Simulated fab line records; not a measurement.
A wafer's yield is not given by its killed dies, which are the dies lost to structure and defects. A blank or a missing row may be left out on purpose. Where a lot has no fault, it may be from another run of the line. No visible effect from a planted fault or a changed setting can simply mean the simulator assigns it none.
Split-lot experiment / flow n5_finfet / route with 1938 steps; 7 lots, 21 wafers read

== THE SPLIT ITSELF ==
At N5_BEOL_M9_COAT_60 (time 60 s, resist thk 30 nm), the setting spin_rpm was moved away from the recipe's 1500 rpm on 7 of the 21 wafers read, by -8.9% to +5.2%. This setting was run at the recipe's value on the other wafers.

== FROM THE SPLIT TO THE READING: what the file shows between them, 7 steps ==
- N5_BEOL_M9_COAT_05: resist thk 90 nm (also split here: spin_rpm)
- N5_BEOL_M9_EBR_07
- N5_BEOL_M9_SOFTBAKE_06: time 60 s
- N5_BEOL_M9_EXPOSE_08: exposes mask M9
- N5_BEOL_M9_PEB_09: peb time 60 s
- N5_BEOL_M9_DEVELOP_10: develop time 30 s
- N5_BEOL_M9_DESCUM_16: chemistry O2, time 7.9 s

== THE READING ==
etch.depth_nm (the simulator's own value, which no gauge read), in nm, at N5_BEOL_M9_ETCH_61 (etches SiARC in CF4, target depth 39 nm, time 65 s). The file gives no usual value for it. Here, 14 wafers ran the recipe; their average is 30.08 nm with a standard deviation of 0.088 nm.

wafer=L074.4; tool, chamber at the split=litho_track-05, 0; spin_rpm as run, rpm=1367; against the recipe=-8.9%; etch.depth_nm, nm=31.55; against lot-mates on the recipe=+1.47
wafer=L074.5; tool, chamber at the split=litho_track-05, 0; spin_rpm as run, rpm=1367; against the recipe=-8.9%; etch.depth_nm, nm=31.54; against lot-mates on the recipe=+1.46
wafer=L074.6; tool, chamber at the split=litho_track-05, 0; spin_rpm as run, rpm=1500; against the recipe=recipe; etch.depth_nm, nm=30.08; against lot-mates on the recipe=-
wafer=L078.3; tool, chamber at the split=litho_track-05, 0; spin_rpm as run, rpm=1500; against the recipe=recipe; etch.depth_nm, nm=30.05; against lot-mates on the recipe=-
wafer=L078.4; tool, chamber at the split=litho_track-05, 0; spin_rpm as run, rpm=1500; against the recipe=recipe; etch.depth_nm, nm=30.05; against lot-mates on the recipe=-
wafer=L078.6; tool, chamber at the split=litho_track-05, 0; spin_rpm as run, rpm=1500; against the recipe=recipe; etch.depth_nm, nm=30.06; against lot-mates on the recipe=-
wafer=L083.3; tool, chamber at the split=litho_track-02, 0; spin_rpm as run, rpm=1578; against the recipe=+5.2%; etch.depth_nm, nm=29.3; against lot-mates on the recipe=-0.69
wafer=L083.4; tool, chamber at the split=litho_track-02, 0; spin_rpm as run, rpm=1500; against the recipe=recipe; etch.depth_nm, nm=29.99; against lot-mates on the recipe=-
wafer=L083.5; tool, chamber at the split=litho_track-02, 0; spin_rpm as run, rpm=1578; against the recipe=+5.2%; etch.depth_nm, nm=29.26; against lot-mates on the recipe=-0.73
wafer=L085.2; tool, chamber at the split=litho_track-05, 0; spin_rpm as run, rpm=1500; against the recipe=recipe; etch.depth_nm, nm=29.97; against lot-mates on the recipe=-
wafer=L085.3; tool, chamber at the split=litho_track-05, 0; spin_rpm as run, rpm=1441; against the recipe=-3.9%; etch.depth_nm, nm=30.61; against lot-mates on the recipe=+0.69
wafer=L085.6; tool, chamber at the split=litho_track-05, 0; spin_rpm as run, rpm=1500; against the recipe=recipe; etch.depth_nm, nm=29.88; against lot-mates on the recipe=-
wafer=L088.1; tool, chamber at the split=litho_track-02, 0; spin_rpm as run, rpm=1500; against the recipe=recipe; etch.depth_nm, nm=30.1; against lot-mates on the recipe=-
wafer=L088.2; tool, chamber at the split=litho_track-02, 0; spin_rpm as run, rpm=1500; against the recipe=recipe; etch.depth_nm, nm=30.19; against lot-mates on the recipe=-
wafer=L088.5; tool, chamber at the split=litho_track-02, 0; spin_rpm as run, rpm=1500; against the recipe=recipe; etch.depth_nm, nm=30.11; against lot-mates on the recipe=-
wafer=L091.1; tool, chamber at the split=litho_track-02, 0; spin_rpm as run, rpm=1500; against the recipe=recipe; etch.depth_nm, nm=30.18; against lot-mates on the recipe=-
wafer=L091.3; tool, chamber at the split=litho_track-02, 0; spin_rpm as run, rpm=1500; against the recipe=recipe; etch.depth_nm, nm=30.16; against lot-mates on the recipe=-
wafer=L091.4; tool, chamber at the split=litho_track-02, 0; spin_rpm as run, rpm=1500; against the recipe=recipe; etch.depth_nm, nm=30.2; against lot-mates on the recipe=-
wafer=L092.4; tool, chamber at the split=litho_track-05, 0; spin_rpm as run, rpm=1569; against the recipe=+4.6%; etch.depth_nm, nm=29.38; against lot-mates on the recipe=-0.75
wafer=L092.5; tool, chamber at the split=litho_track-05, 0; spin_rpm as run, rpm=1569; against the recipe=+4.6%; etch.depth_nm, nm=29.42; against lot-mates on the recipe=-0.71
wafer=L092.6; tool, chamber at the split=litho_track-05, 0; spin_rpm as run, rpm=1500; against the recipe=recipe; etch.depth_nm, nm=30.13; against lot-mates on the recipe=-

THE FIT
A straight line over all 21 wafers: etch.depth_nm changes by -0.158 nm for each +1% of spin_rpm; r = -0.99; the points scatter about the line by 0.083 nm.
The same after taking each lot's own level away (the mean of its wafers on the recipe; 21 wafers): -0.159 nm for each +1%; r = -1.00; scatter 0.046 nm.
On that fit, the largest move of spin_rpm shifts the reading by 1.4 nm.
The lots' own levels span 29.925 to 30.180 nm, that is 2.9 times the standard deviation above.
Hence the lot-to-lot level has little effect on the slope; both slopes agree.
Check: +1.41 nm against its lot-mates is what the line predicts for one of the wafers moved furthest among these (-8.9%) when that wafer is left out of the fit. It came out at +1.47 nm against them.

== THE OTHER SPLITS THESE WAFERS WENT THROUGH ==
Before the reading, these wafers also passed through other splits. Each is held against what the fit with the lots' levels taken away leaves over:
other split on the same wafers=N5_BEOL_M3_COAT_05 spin_rpm; wafers away from the commonest value=3; r with etch.depth_nm (lot level and that fit taken away)=+0.31
other split on the same wafers=N5_BEOL_M3_SPUTTER_48 time_s; wafers away from the commonest value=6; r with etch.depth_nm (lot level and that fit taken away)=+0.63
other split on the same wafers=N5_BEOL_M3_SPUTTER_86 time_s; wafers away from the commonest value=7; r with etch.depth_nm (lot level and that fit taken away)=+0.15
other split on the same wafers=N5_BEOL_M5_PECVD_70 temp_c; wafers away from the commonest value=7; r with etch.depth_nm (lot level and that fit taken away)=-0.02
other split on the same wafers=N5_BEOL_M6_ETCH_66 bias_w; wafers away from the commonest value=6; r with etch.depth_nm (lot level and that fit taken away)=+0.14
other split on the same wafers=N5_BEOL_M7_COAT_71 spin_rpm; wafers away from the commonest value=7; r with etch.depth_nm (lot level and that fit taken away)=-0.12
other split on the same wafers=N5_BEOL_M7_DESCUM_33 time_s; wafers away from the commonest value=8; r with etch.depth_nm (lot level and that fit taken away)=-0.34
other split on the same wafers=N5_BEOL_M9_COAT_05 spin_rpm; wafers away from the commonest value=11; r with etch.depth_nm (lot level and that fit taken away)=-0.14

== THE WHOLE CHAIN: every reading that the file lists as answering this split, in the file's order ==
step=N5_BEOL_M9_COAT_60; what it does=time 60 s, resist thk 30 nm; reading=SiARC_of_BEOL_M9_COAT_60.thk_nm (the simulator's own value, which no gauge read); change (the file's fit)=-0.174 nm for each +1% of the setting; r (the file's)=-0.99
step=N5_BEOL_M9_ETCH_61; what it does=etches SiARC in CF4, target depth 39 nm, time 65 s; reading=etch.depth_nm (the simulator's own value, which no gauge read); change (the file's fit)=-0.16 nm for each +1% of the setting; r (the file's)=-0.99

== FILE'S OWN FIT ==
etch.depth_nm changes by -0.16 nm for each +1% of spin_rpm, r = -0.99.
